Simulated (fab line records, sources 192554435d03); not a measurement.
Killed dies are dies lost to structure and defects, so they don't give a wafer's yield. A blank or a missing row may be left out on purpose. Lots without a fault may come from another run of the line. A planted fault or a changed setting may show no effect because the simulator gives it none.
Chamber matching | flow n5_finfet | N5_GATE_CUT_ALD_22 on ald_sin-01: 4 sister chambers
The step deposits SiNx, target thk 16 nm, pulse time 1 s, ald cycles 320. 16 wafers are shown with their chamber, then 8 later ones without.

WAFERS WITH THEIR CHAMBER
wafer  | chamber | heater_power_outer_w (W) | heater_power_w (W) | precursor_pulse_height_rel
L074.1 | 0       | 600                      | 978                | 1.040
L074.2 | 3       | 439                      | 775                | 0.973
L074.4 | 2       | 476                      | 838                | 1.005
L076.1 | 1       | 474                      | 765                | 1.009
L076.2 | 2       | 470                      | 845                | 1.037
L076.4 | 3       | 455                      | 783                | 0.980
L081.2 | 1       | 479                      | 770                | 1.017
L081.3 | 0       | 620                      | 986                | 1.008
L081.6 | 2       | 463                      | 848                | 0.992
L086.1 | 3       | 447                      | 787                | 0.961
L086.4 | 2       | 473                      | 849                | 0.989
L086.5 | 1       | 476                      | 775                | 1.010
L088.1 | 1       | 478                      | 779                | 1.022
L088.3 | 3       | 455                      | 791                | 1.031
L088.6 | 3       | 449                      | 804                | 1.011
L091.2 | 2       | 474                      | 871                | 1.015

SIGNATURES (means of the wafers above)
reading                    | chamber 0 | chamber 1 | chamber 2 | chamber 3 | scatter within a chamber
heater_power_outer_w       | 610.00    | 476.75    | 471.20    | 449.00    | 6.41
heater_power_w             | 982.00    | 772.25    | 850.20    | 788.00    | 10.1
precursor_pulse_height_rel | 1.02400   | 1.01450   | 1.00760   | 0.99120   | 0.0214
Rule: a wafer's distance from a chamber is the root of the sum, over the readings, of the square of ((its reading less the chamber's mean) divided by the reading's scatter). The wafer belongs to the nearest chamber; if the next one is less than 2 further off, it can't be placed. The scatter: the root of (the sum of the squares of (reading less its chamber's mean) over the shown wafers, divided by (wafers less chambers)).

WAFERS WITHOUT THEIR CHAMBER
wafer  | heater_power_outer_w (W) | heater_power_w (W) | precursor_pulse_height_rel
L091.3 | 453                      | 796                | 0.960
L091.5 | 618                      | 978                | 1.012
L092.2 | 452                      | 802                | 0.988
L092.4 | 612                      | 979                | 0.997
L092.5 | 626                      | 993                | 1.009
L097.2 | 465                      | 762                | 1.076
L097.3 | 476                      | 845                | 0.988
L097.4 | 630                      | 976                | 1.009

WHICH CHAMBER EACH WENT THROUGH
wafer  | from the rows above     | in truth
L091.3 | 3                       | 3
L091.5 | 0                       | 0
L092.2 | 3                       | 3
L092.4 | 0                       | 0
L092.5 | 0                       | 0
L097.2 | can't be placed: 1 or 3 | 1
L097.3 | 2                       | 2
L097.4 | 0                       | 0
Placed correctly: 7 of 8. Can't be placed from these rows: 1 (the true chamber is among the candidates in 1). Placed wrongly: 0.
